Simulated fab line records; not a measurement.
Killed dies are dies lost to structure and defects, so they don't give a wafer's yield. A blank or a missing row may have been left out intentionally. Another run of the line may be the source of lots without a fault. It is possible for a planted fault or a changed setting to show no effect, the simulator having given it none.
fab line records | flow n5_finfet
record: lots: 7 wafers: 39
route steps=1938 shown FIN_SAQP@96 DUMMY_GATE@246 HKMG_FIN@449 GATE_CUT@490 BEOL_M0_SAQP@633 BEOL_M1@838 BEOL_M3@981 BEOL_M5@1191 BEOL_M6@1260
start_h: the number of hours between the record's first day and the start of the first shown wafer of the lot | wait_h: how many hours have passed since the lot's step before this one | " identical to the entry in the row above | L1.1+2: a row that stands for several wafers | - value missing, or start not given | * or withheld: withheld | < > ~ a bound
route shown NAME@n: a module of which the file shows steps, and the number in the route of the first | usual: the fault-free wafers' mean and standard deviation | same: alike in all rows | chamber/n: place in a boat | sites: readings site by site | _std_site: the standard deviation of these | _edge_site: mean of outer sites minus mean of inner sites | radius_mm: how far each site lies from the wafer's centre | mask NAME#n: copy n | behind: the last tool/chamber to shape the wafer | hold: why the lot was held/for how many hours/how that ended | device: the transistor (n, p or np) that didn't switch | end of line: the route-end tests of the same wafers | where a step has no rows: the recipe by itself | killed: not the wafer's yield, but the dies lost to structure and defects at the first sort | map: a wafer's dies, marking killed ones x, the rest . and places with no die _
set.NAME: setting as actually run; set.NAME@STEP: the setting as run at that earlier step | model.NAME: the simulator's own value behind a step, which no gauge read
lots run with intentionally changed settings; tables by step, rows by wafer
== steps ==
step: N5_FIN_SAQP_HM_DEP_03
recipe: material: SiNx target_thk_a: 380 temp_c: 400 precursor: SiH4/NH3/N2 pressure_torr: 1.5 rf_w: 300 time_s: 33.6
columns lot.wafer tool chamber start_h wait_h set.time_s model.SiNx_of_FIN_SAQP_HM_DEP_03.thk_nm
L075.1 pecvd-03 1 26.72 0.2 48.45 54.84
L075.2 " 2 " " 48.45 55.05
L075.3 " 0 " " 33.6 37.83
L075.4 " 1 " " 48.45 55.5
L075.5 " 2 " " 33.6 39.2
L075.6 " 0 " " 33.6 38.59
L076.2 pecvd-04 1 33.30 0.2 33.6 38.12
L076.4 " 0 " " 33.6 37.31
L076.5 " 0 " " 33.6 37.14
L085.1 pecvd-04 1 87.84 0.2 16.61 19.07
L085.2 " 2 " " 33.6 36.86
L085.3 " 0 " " 33.6 37.77
L085.4 " 0 " " 16.61 18.07
L085.5 " 2 " " 16.61 18
L085.6 " 1 " " 33.6 39.16
L086.1 pecvd-03 0 93.15 0.2 33.6 37.67
L086.2 " 0 " " 33.6 38.2
L086.3 " 0 " " 33.6 38.07
L086.4 " 0 " " 33.6 38.24
L086.5 " 0 " " 33.6 38.31
L086.6 " 0 " " 33.6 38.37
L087.1 pecvd-03 0 100.33 0.2 33.6 38.26
L087.2 " 2 " " 33.6 37.92
L087.3 " 1 " " 17.1 19.43
L087.4 " 0 " " 17.1 19.62
L087.5 " 2 " " 33.6 38.91
L087.6 " 1 " " 17.1 19.82
L091.1 pecvd-03 1 122.77 0.2 33.6 37.38
L091.2 " 2 " " 33.6 37.74
L091.3 " 0 " " 18.01 20.34
L091.4 " 0 " " 18.01 20.6
L091.5 " 2 " " 33.6 38.42
L091.6 " 1 " " 18.01 20.42
L095.1 pecvd-04 0 148.05 0.3 26.1 28.38
L095.2 " 1 " " 33.6 37.7
L095.3 " 2 " " 26.1 28.16
L095.4 " 2 " " 33.6 36.97
L095.5 " 1 " " 26.1 29.51
L095.6 " 0 " " 33.6 37.52
step: N5_FIN_SAQP_THK_MEAS_05
usual: thk_nm: 38.0/0.61
columns lot.wafer tool chamber start_h wait_h set.time_s@FIN_SAQP_HM_DEP_03 thk_nm
L075.1 film_metro-01 - 26.80 0.1 48.45 54.8
L075.2 " - " " 48.45 55.1
L075.3 " - " " 33.6 37.8
L075.4 " - " " 48.45 55.5
L075.5 " - " " 33.6 39.2
L075.6 " - " " 33.6 38.6
L076.2 film_metro-02 - 33.41 0.1 33.6 38.2
L076.4 " - " " 33.6 37.3
L076.5 " - " " 33.6 37.2
L085.1 film_metro-01 - 87.93 0.1 16.61 19.1
L085.2 " - " " 33.6 36.8
L085.3 " - " " 33.6 37.8
L085.4 " - " " 16.61 18.1
L085.5 " - " " 16.61 18.0
L085.6 " - " " 33.6 39.2
L086.1 film_metro-01 - 93.35 0.2 33.6 37.6
L086.2 " - " " 33.6 38.2
L086.3 " - " " 33.6 38.0
L086.4 " - " " 33.6 38.2
L086.5 " - " " 33.6 38.3
L086.6 " - " " 33.6 38.4
L087.1 film_metro-01 - 100.41 0.1 33.6 38.2
L087.2 " - " " 33.6 37.9
L087.3 " - " " 17.1 19.4
L087.4 " - " " 17.1 19.6
L087.5 " - " " 33.6 38.9
L087.6 " - " " 17.1 19.9
L091.1 film_metro-02 - 122.86 0.1 33.6 37.4
L091.2 " - " " 33.6 37.8
L091.3 " - " " 18.01 20.3
L091.4 " - " " 18.01 20.5
L091.5 " - " " 33.6 38.4
L091.6 " - " " 18.01 20.4
L095.1 film_metro-01 - 148.14 0.1 26.1 28.4
L095.2 " - " " 33.6 37.7
L095.3 " - " " 26.1 28.2
L095.4 " - " " 33.6 37.0
L095.5 " - " " 26.1 29.5
L095.6 " - " " 33.6 37.5
step: N5_FIN_SAQP_PECVD_47
recipe: material: a-Si target_thk_a: 450 temp_c: 400 precursor: SiH4/He pressure_torr: 3 rf_w: 100 time_s: 36.3
step: N5_FIN_SAQP_PECVD_48
recipe: material: SiNx target_thk_a: 250 temp_c: 400 precursor: SiH4/NH3/N2 pressure_torr: 1.5 rf_w: 300 time_s: 22.1
step: N5_FIN_SAQP_MANDREL2_REMOVE_60
recipe: chemistry: HBr/Cl2/O2 bt_time_s: 10 target: a-Si stop_on: SiNx endpoint: OES-SiCl over_etch_frac: 1 icp_w: 600 bias_w: 22 HBr_flow_sccm: 150 Cl2_flow_sccm: 80 O2_flow_sccm: 5 pressure_mtorr: 10
step: N5_FIN_SAQP_HM_OPEN_33
recipe: chemistry: CH3F/O2 target: SiNx mask_material: SiO2 target_depth_a: 494 time_s: 70.6 pressure_mtorr: 30 source_w: 395 bias_w: 73 Ar_flow_sccm: 150 CH3F_flow_sccm: 30 O2_flow_sccm: 20 ion_energy_ev: 120 ends: cleared
usual: etch_rf_on_time_s: 69.2/1.8
columns lot.wafer tool chamber start_h wait_h set.time_s@FIN_SAQP_HM_DEP_03 etch_rf_on_time_s model.etch.depth_nm
L075.1 rie_diel-01 0 31.12 0.0 48.45 100.4 54.22
L075.2 " 3 " " 48.45 103.4 54.42
L075.3 " 1 " " 33.6 70.4 37.2
L075.4 " 2 " " 48.45 103.7 54.87
L075.5 " 2 " " 33.6 72.6 38.57
L075.6 " 1 " " 33.6 71.2 37.96
L076.2 rie_diel-04 2 37.67 0.0 33.6 68.0 37.46
L076.4 " 3 " " 33.6 65.8 36.64
L076.5 " 0 " " 33.6 67.5 36.47
L085.1 rie_diel-01 3 93.04 0.1 16.61 34.4 18.44
L085.2 " 1 " " 33.6 67.7 36.09
L085.3 " 0 " " 33.6 69.0 37.14
L085.4 " 0 " " 16.61 31.9 17.27
L085.5 " 1 " " 16.61 32.6 17.2
L085.6 " 3 " " 33.6 71.9 38.39
L086.1 rie_diel-02 0 100.18 0.0 33.6 67.2 37.04
L086.2 " 3 " " 33.6 70.1 37.39
L086.3 " 1 " " 33.6 69.0 37.31
L086.4 " 1 " " 33.6 69.2 37.61
L086.5 " 0 " " 33.6 67.7 37.54
L086.6 " 3 " " 33.6 70.1 37.74
L087.1 rie_diel-01 0 106.36 0.1 33.6 69.0 37.63
L087.2 " 1 " " 33.6 70.0 37.29
L087.3 " 3 " " 17.1 35.4 18.81
L087.4 " 1 " " 17.1 35.6 18.99
L087.5 " 0 " " 33.6 70.5 38.28
L087.6 " 3 " " 17.1 36.0 19.19
L091.1 rie_diel-01 2 128.64 0.0 33.6 66.2 36.71
L091.2 " 1 " " 33.6 70.5 37.07
L091.3 " 3 " " 18.01 37.4 19.71
L091.4 " 0 " " 18.01 36.5 19.59
L091.5 " 1 " " 33.6 71.1 37.42
L091.6 " 0 " " 18.01 37.0 19.76
L095.1 rie_diel-02 0 154.05 0.4 26.1 48.9 27.57
L095.2 " 2 " " 33.6 69.4 37.07
L095.3 " 1 " " 26.1 50.9 27.54
L095.4 " 3 " " 33.6 67.6 36.21
L095.5 " 0 " " 26.1 51.1 28.71
L095.6 " 1 " " 33.6 68.3 36.89
step: N5_DUMMY_GATE_ETCH_32
recipe: chemistry: CF4 target: SiO2 target_depth_a: 35 time_s: 3.9 ion_energy_ev: 350 pressure_mtorr: 10 icp_w: 800 bias_w: 400 cf4_flow_sccm: 80
columns lot.wafer tool chamber start_h wait_h set.time_s model.etch.depth_nm
L075.1 rie_si-03 1 53.16 0.1 5.982 5.455
L075.2 " 0 " " 3.9 3.793
L075.3 " 2 " " 3.9 3.382
L075.4 " 3 " " 5.982 5.281
L075.5 " 3 " " 3.9 3.436
L075.6 " 2 " " 5.982 5.214
L076.2 rie_si-06 1 58.30 0.1 3.9 3.623
L076.4 " 3 " " 3.9 3.595
L076.5 " 3 " " 3.9 3.643
L085.1 rie_si-06 1 114.75 0.1 3.9 3.655
L085.2 " 2 " " 3.9 3.453
L085.3 " 0 " " 3.9 3.586
L085.4 " 3 " " 3.9 3.646
L085.5 " 3 " " 3.9 3.657
L085.6 " 2 " " 3.9 3.447
L086.1 rie_si-06 0 122.96 0.1 3.9 3.533
L086.2 " 2 " " 3.9 3.393
L086.3 " 1 " " 3.9 3.615
L086.4 " 3 " " 3.9 3.616
L086.5 " 3 " " 3.9 3.619
L086.6 " 2 " " 3.9 3.447
L087.1 rie_si-05 0 127.11 0.1 5.909 5.558
L087.2 " 2 " " 5.909 5.002
L087.3 " 1 " " 3.9 3.703
L087.4 " 3 " " 3.9 3.498
L087.5 " 0 " " 3.9 3.67
L087.6 " 1 " " 5.909 5.579
L091.1 rie_si-06 0 149.26 0.1 3.9 3.549
L091.2 " 2 " " 2.685 2.391
L091.3 " 1 " " 3.9 3.648
L091.4 " 1 " " 2.685 2.524
L091.5 " 0 " " 3.9 3.554
L091.6 " 2 " " 2.685 2.387
L095.1 rie_si-06 3 174.18 0.1 3.9 3.556
L095.2 " 1 " " 3.9 3.702
L095.3 " 2 " " 3.9 3.524
L095.4 " 0 " " 3.9 3.587
L095.5 " 2 " " 3.9 3.512
L095.6 " 3 " " 3.9 3.578
step: N5_HKMG_FIN_ALD_71
recipe: material: TiN target_thk_a: 10 temp_c: 400 ald_precursor_family: TiCl4 ald_co_reactant: NH3 pulse_time_s: 1 purge_time_s: 3 co_reactant_purge_time_s: 2 co_reactant_pulse_time_s: 2 ald_cycles: 47 pressure_torr: 3
columns lot.wafer tool chamber start_h wait_h set.ald_cycles model.TiN_of_HKMG_FIN_ALD_71.thk_nm
L075.1+4+5 ald_metal-02 0,1,2 83.70 0.0 64 1.4
L075.2+3+6 " 2,3,3 " " 47 1
L076.2+4+5 ald_metal-01 2,0,1 87.06 0.0 47 1
L085.1+2+3 ald_metal-03 2,0,3 144.47 0.0 34 0.8
L085.4+5+6 " 2,3,0 " " 47 1
L086.1+4+6 ald_metal-03 2,3,3 153.69 0.0 47 1
L086.2+3+5 " 0,1,0 " " 38 0.8
L087.1+5+6 ald_metal-01 2,1,0 158.29 0.0 37 0.8
L087.2+3+4 " 1,0,3 " " 47 1
L091.1 ald_metal-03 0 179.44 0.0 23 0.4
L091.2+6 " 2,3 " " 23 0.6
L091.3+4+5 " 1,3,0 " " 47 1
L095.1+2+4 ald_metal-01 3,2,1 204.38 0.0 47 1
L095.3+5+6 " 0,2,1 " " 22 0.4
step: N5_GATE_CUT_DESCUM_18
recipe: chemistry: O2 time_s: 7 source_power_w: 50 bias_power_w: 20 pressure_mtorr: 20 rf_frequency_hz: 2.712e+07 temp_c: 40 resist: CAR-EUV o2_flow_sccm: 225
columns lot.wafer tool chamber start_h wait_h set.time_s model.CAR-EUV_of_GATE_CUT_COAT_07.thk_nm
L075.1+3 rie_diel-05 0,3 90.24 0.1 9.303 24.8
L075.2+6 " 1 " " 7 26
L075.4 " 2 " " 7 26.2
L075.5 " 2 " " 9.303 25
L076.2+4+5 rie_diel-03 1,2,3 93.16 0.0 7 26
L085.1+5 rie_diel-05 1,3 150.50 0.0 9.76 24.6
L085.2+3+4 " 0,2,3 " " 7 26
L085.6 " 2 " " 9.76 24.8
L086.1+6 rie_diel-03 3 160.12 0.0 7 26.2
L086.2 " 2 " " 5.101 27
L086.3 " 0 " " 7 26.4
L086.4+5 " 0,2 " " 5.101 27.2
L087.1+3+5+6 rie_diel-03 0,3,0,2 164.91 0.0 7 26.2
L087.2+4 " 2,3 " " 7 26
L091.1+2+4 rie_diel-06 1,0,2 185.70 0.1 4.254 27.6
L091.3 " 3 " " 7 26
L091.5 " 1 " " 7 26.2
L091.6 " 0 " " 7 26.4
L095.1+4 rie_diel-05 1,3 211.02 0.0 7 26
L095.2+3+6 " 2,0,2 " " 3.713 27.6
L095.5 " 3 " " 7 25.8
step: N5_GATE_CUT_ETCH_28
recipe: chemistry: N2/H2 target: underlayer target_depth_a: 130 mask_material: CAR-EUV time_s: 10.4 ion_energy_ev: 200 pressure_mtorr: 30 source_w: 840 bias_w: 150 n2_flow_sccm: 200 h2_flow_sccm: 200 ends: cleared
step: N5_GATE_CUT_ETCH_36
recipe: chemistry: CF4 target: SiARC target_depth_a: 130 mask_material: CAR-EUV time_s: 21.7 ion_energy_ev: 80 pressure_mtorr: 40 source_w: 545 bias_w: 36 Ar_flow_sccm: 100 cf4_flow_sccm: 100 ends: cleared
columns lot.wafer tool chamber start_h wait_h set.time_s@GATE_CUT_DESCUM_18 model.CAR-EUV_of_GATE_CUT_COAT_07.thk_nm
L075.1 rie_diel-05 0 90.29 0.0 9.303 5.8
L075.2 " 1 " " 7 6.8
L075.3+5 " 3,2 " " 9.303 6
L075.4 " 2 " " 7 7.2
L075.6 " 1 " " 7 7
L076.2+4 rie_diel-03 1,2 93.21 0.0 7 6.8
L076.5 " 3 " " 7 7
L085.1 rie_diel-05 1 150.55 0.0 9.76 5.4
L085.2+3+4 " 0,2,3 " " 7 7
L085.5 " 3 " " 9.76 5.6
L085.6 " 2 " " 9.76 5.8
L086.1 rie_diel-03 3 160.18 0.0 7 7
L086.2 " 2 " " 5.101 7.8
L086.3 " 0 " " 7 7.4
L086.4 " 0 " " 5.101 8.4
L086.5 " 2 " " 5.101 8
L086.6 " 3 " " 7 7.2
L087.1+5 rie_diel-03 0 164.96 0.0 7 7.2
L087.2+4 " 2,3 " " 7 6.8
L087.3+6 " 3,2 " " 7 7
L091.1+2+4 rie_diel-06 1,0,2 185.75 0.0 4.254 8.4
L091.3+5 " 3,1 " " 7 7
L091.6 " 0 " " 7 7.2
L095.1+4 rie_diel-05 1,3 211.08 0.0 7 6.8
L095.2+6 " 2 " " 3.713 8.6
L095.3 " 0 " " 3.713 8.4
L095.5 " 3 " " 7 7
step: N5_BEOL_M0_SAQP_ILD_DEP_01
recipe: material: SiOC target_thk_a: 454.19 temp_c: 350 precursor: DEMS/O2 pressure_torr: 5 rf_w: 500 time_s: 8.7
columns lot.wafer tool chamber start_h wait_h set.target_thk_a model.SiOC_of_BEOL_M0_SAQP_ILD_DEP_01.thk_nm
L075.1 pecvd-04 0 111.21 0.0 454.19 43.8
L075.2 " 2 " " 688.4 67.6
L075.3 " 1 " " 454.19 45.2
L075.4 " 2 " " 688.4 69
L075.5 " 0 " " 688.4 68.6
L075.6 " 1 " " 454.19 46.4
L076.2 pecvd-02 0 114.79 0.0 454.19 45.4
L076.4 " 1 " " 454.19 46
L076.5 " 0 " " 454.19 46.4
L085.1 pecvd-04 1 172.09 0.0 376.5 38.2
L085.2 " 2 " " 454.19 44.6
L085.3 " 0 " " 376.5 36.8
L085.4 " 2 " " 376.5 37.8
L085.5 " 1 " " 454.19 45.8
L085.6 " 0 " " 454.19 44.8
L086.1 pecvd-01 1 182.30 0.0 454.19 45.6
L086.2+3 " 2,0 " " 252.5 25.2
L086.4 " 0 " " 252.5 25.8
L086.5 " 2 " " 454.19 46.8
L086.6 " 1 " " 454.19 46.6
L087.1 pecvd-01 1 185.39 0.0 664.1 66.2
L087.2 " 2 " " 454.19 45.4
L087.3 " 0 " " 454.19 45.2
L087.4 " 0 " " 664.1 67
L087.5 " 2 " " 454.19 45.6
L087.6 " 1 " " 664.1 66.8
L091.1 pecvd-01 2 207.59 0.0 454.19 45.2
L091.2 " 1 " " 454.19 45
L091.3 " 0 " " 454.19 45.8
L091.4 " 0 " " 345.1 35.4
L091.5+6 " 2,1 " " 345.1 34.6
L095.1 pecvd-02 2 232.62 0.0 454.19 44.6
L095.2 " 1 " " 689.1 68.2
L095.3 " 0 " " 454.19 45
L095.4 " 2 " " 454.19 45.6
L095.5+6 " 1,0 " " 689.1 69.4
step: N5_BEOL_M1_DEP_57
recipe: material: SiCN target_thk_a: 80 temp_c: withheld precursor: 3MS/NH3 pressure_torr: 3 rf_w: 202 time_s: 14
columns lot.wafer tool chamber start_h wait_h set.target_thk_a model.SiCN_of_BEOL_M1_DEP_57.thk_nm
L075.1 pecvd-03 0 134.07 0.0 80 8.4
L075.2 " 2 " " 80 8
L075.3 " 1 " " 55.1 5.4
L075.4 " 2 " " 55.1 5.8
L075.5 " 0 " " 55.1 6.2
L075.6 " 1 " " 80 8.2
L076.2+4 pecvd-03 2,1 137.16 0.0 80 8
L076.5 " 0 " " 80 8.4
L085.1+5 pecvd-03 0,2 194.38 0.0 120.5 12.2
L085.2+6 " 2,0 " " 80 8
L085.3 " 2 " " 120.5 12.4
L085.4 " 0 " " 80 8.2
L086.1 pecvd-03 1 210.31 0.0 80 8
L086.2 " 0 " " 49.34 5.2
L086.3+5 " 1 " " 80 8.2
L086.4 " 0 " " 49.34 5.6
L086.6 " 0 " " 49.34 5.4
L087.1+3 pecvd-03 0 212.12 0.0 80 8.4
L087.2 " 1 " " 80 7.8
L087.4+6 " 1 " " 80 8
L087.5 " 0 " " 80 8.2
L091.1 pecvd-04 1 244.94 0.0 80 7.8
L091.2+5 " 0 " " 80 8.2
L091.3 " 2 " " 101.7 10.2
L091.4 " 1 " " 101.7 10
L091.6 " 2 " " 101.7 10.4
L095.1 pecvd-02 0 259.21 0.0 80 8
L095.2 " 2 " " 80 7.6
L095.3 " 1 " " 64.19 6.4
L095.4+5 " 1,0 " " 64.19 6.6
L095.6 " 2 " " 80 7.8
step: N5_BEOL_M3_ETCH_41
recipe: chemistry: CH3F/O2 target: SiCN target_depth_a: 299 taper_deg: 2 time_s: 52.5 ion_energy_ev: 120 mask_material: TiN pressure_mtorr: 30 source_w: 395 bias_w: 75 Ar_flow_sccm: 150 CH3F_flow_sccm: 30 O2_flow_sccm: 20
columns lot.wafer tool chamber start_h wait_h set.target_depth_a model.etch.depth_nm
L075.1 rie_diel-06 1 - - 299 19.81
L075.2 " 0 " " 477.8 31.58
L075.3 " 3 " " 477.8 31.59
L075.4 " 2 " " 299 20.09
L075.5 " 1 " " 477.8 31.82
L075.6 " 2 " " 299 20.01
L076.2 rie_diel-05 1 - - 299 19.52
L076.4 " 0 " " 299 20.56
L076.5 " 1 " " 299 19.42
L085.1 rie_diel-03 2 - - 299 19.09
L085.2 " 3 " " 299 19.28
L085.3 " 1 " " 299 19.75
L085.4 " 0 " " 299 19.47
L085.5 " 0 " " 299 19.56
L085.6 " 3 " " 299 19.31
L086.1 rie_diel-06 3 - - 299 19.83
L086.2 " 1 " " 299 19.92
L086.3 " 0 " " 299 19.55
L086.4 " 2 " " 299 19.9
L086.5 " 2 " " 299 19.91
L086.6 " 1 " " 299 19.63
L087.1 rie_diel-05 0 - - 299 20.72
L087.2 " 1 " " 299 19.36
L087.3 " 3 " " 299 20.01
L087.4 " 2 " " 299 19.75
L087.5 " 2 " " 299 19.68
L087.6 " 3 " " 299 19.83
L091.1 rie_diel-05 3 - - 299 19.84
L091.2 " 1 " " 451.7 29.11
L091.3 " 0 " " 451.7 31.33
L091.4 " 2 " " 451.7 29.68
L091.5 " 2 " " 299 19.71
L091.6 " 1 " " 299 19.29
L095.1 rie_diel-06 3 - - 299 19.83
L095.2 " 1 " " 299 19.64
L095.3 " 2 " " 299 20.09
L095.4 " 0 " " 299 19.13
L095.5 " 3 " " 299 19.72
L095.6 " 0 " " 299 19.36
step: N5_BEOL_M5_DEP_56
recipe: material: SiCN target_thk_a: 80 temp_c: withheld precursor: 3MS/NH3 pressure_torr: 3 rf_w: 202 time_s: 14
columns lot.wafer tool chamber start_h wait_h set.target_thk_a model.SiCN_of_BEOL_M5_DEP_56.thk_nm
L075.1+3 pecvd-03 1,0 180.37 0.0 80 7.8
L075.2+4 " 2 " " 80 8.4
L075.5 " 0 " " 80 8
L075.6 " 1 " " 80 8.2
L076.2+4 pecvd-02 1,2 181.25 0.0 80 8
L076.5 " 0 " " 80 7.8
L085.1+3 pecvd-02 1,2 246.46 0.0 80 8
L085.2 " 0 " " 121.6 12.2
L085.4 " 0 " " 121.6 12.6
L085.5 " 2 " " 121.6 12.4
L085.6 " 1 " " 80 8.2
L086.1+2 pecvd-02 1,2 261.70 0.0 80 8
L086.3 " 0 " " 108.6 10.8
L086.4+5 " 0,2 " " 108.6 11
L086.6 " 1 " " 80 8.2
L087.1+3+6 pecvd-04 1,2,2 268.70 0.0 80 7.8
L087.2 " 0 " " 80 8
L087.4+5 " 1,0 " " 80 8.2
L091.1 pecvd-02 2 293.95 0.0 80 7.8
L091.2 " 0 " " 108.2 10.6
L091.3 " 1 " " 108.2 10.8
L091.4+5 " 1,0 " " 80 8.2
L091.6 " 2 " " 108.2 11
L095.1+3+6 pecvd-04 1,2,1 301.13 0.0 80 7.8
L095.2+4 " 0 " " 80 8
L095.5 " 2 " " 80 7.6
step: N5_BEOL_M6_DEP_56
recipe: material: SiCN target_thk_a: 100 temp_c: withheld precursor: 3MS/NH3 pressure_torr: 3 rf_w: 202 time_s: 17.5
columns lot.wafer tool chamber start_h wait_h set.time_s model.SiCN_of_BEOL_M6_DEP_56.thk_nm
L075.1+6 pecvd-04 1,2 189.29 0.0 20.74 11.8
L075.2+4 " 2,1 " " 17.5 10
L075.3 " 0 " " 17.5 10.2
L075.5 " 0 " " 20.74 12
L076.2 pecvd-03 2 189.89 0.0 17.5 9.8
L076.4+5 " 0,2 " " 17.5 10
L085.1+3+6 pecvd-03 2,1,1 252.71 0.0 17.5 10.2
L085.2 " 1 " " 17.5 10
L085.4+5 " 2 " " 17.5 10.4
L086.1 pecvd-03 0 271.25 0.0 17.5 9.8
L086.2+3+6 " 2,1,0 " " 17.5 10
L086.4+5 " 2,1 " " 17.5 10.2
L087.1 pecvd-01 0 276.93 0.0 17.5 9.8
L087.2+3+6 " 1,2,1 " " 10.24 6
L087.4 " 0 " " 17.5 10
L087.5 " 2 " " 17.5 10.2
L091.1 pecvd-01 1 307.46 0.0 17.5 10
L091.2+4 " 0 " " 13.76 7.6
L091.3 " 2 " " 17.5 9.8
L091.5 " 1 " " 17.5 10.2
L091.6 " 2 " " 13.76 8
L095.1+4 pecvd-01 1 310.38 0.0 10.66 6.2
L095.2+3 " 0,2 " " 17.5 9.8
L095.5 " 2 " " 17.5 10
L095.6 " 0 " " 10.66 6
== key ==
split: step: N5_FIN_SAQP_HM_DEP_03 setting: time_s stated: 33.6 by: wafer
response: step: N5_FIN_SAQP_HM_DEP_03 reading: model.SiNx_of_FIN_SAQP_HM_DEP_03.thk_nm change: +0.381 per: 1% r: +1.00
response: step: N5_FIN_SAQP_THK_MEAS_05 reading: thk_nm change: * per: 1% r: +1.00
response: step: N5_FIN_SAQP_HM_OPEN_33 reading: etch_rf_on_time_s change: * per: 1% r: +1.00
response: step: N5_FIN_SAQP_HM_OPEN_33 reading: model.etch.depth_nm change: +0.381 per: 1% r: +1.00
split: step: N5_DUMMY_GATE_ETCH_32 setting: time_s stated: 3.9 by: wafer
response: step: N5_DUMMY_GATE_ETCH_32 reading: model.etch.depth_nm change: +0.0342 per: 1% r: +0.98
split: step: N5_HKMG_FIN_ALD_71 setting: ald_cycles stated: 47 by: wafer
response: step: N5_HKMG_FIN_ALD_71 reading: model.TiN_of_HKMG_FIN_ALD_71.thk_nm change: +0.0101 per: 1% r: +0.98
split: step: N5_GATE_CUT_DESCUM_18 setting: time_s stated: 7 by: wafer
response: step: N5_GATE_CUT_DESCUM_18 reading: model.CAR-EUV_of_GATE_CUT_COAT_07.thk_nm change: -0.035 per: 1% r: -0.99
response: step: N5_GATE_CUT_ETCH_36 reading: model.CAR-EUV_of_GATE_CUT_COAT_07.thk_nm change: -0.0343 per: 1% r: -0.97
split: step: N5_BEOL_M0_SAQP_ILD_DEP_01 setting: target_thk_a stated: 454.19 by: wafer
response: step: N5_BEOL_M0_SAQP_ILD_DEP_01 reading: model.SiOC_of_BEOL_M0_SAQP_ILD_DEP_01.thk_nm change: +0.459 per: 1% r: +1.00
split: step: N5_BEOL_M1_DEP_57 setting: target_thk_a stated: 80 by: wafer
response: step: N5_BEOL_M1_DEP_57 reading: model.SiCN_of_BEOL_M1_DEP_57.thk_nm change: +0.0775 per: 1% r: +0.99
split: step: N5_BEOL_M3_ETCH_41 setting: target_depth_a stated: 299 by: wafer
response: step: N5_BEOL_M3_ETCH_41 reading: model.etch.depth_nm change: +0.199 per: 1% r: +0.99
split: step: N5_BEOL_M5_DEP_56 setting: target_thk_a stated: 80 by: wafer
response: step: N5_BEOL_M5_DEP_56 reading: model.SiCN_of_BEOL_M5_DEP_56.thk_nm change: +0.0812 per: 1% r: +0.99
split: step: N5_BEOL_M6_DEP_56 setting: time_s stated: 17.5 by: wafer
response: step: N5_BEOL_M6_DEP_56 reading: model.SiCN_of_BEOL_M6_DEP_56.thk_nm change: +0.0972 per: 1% r: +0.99
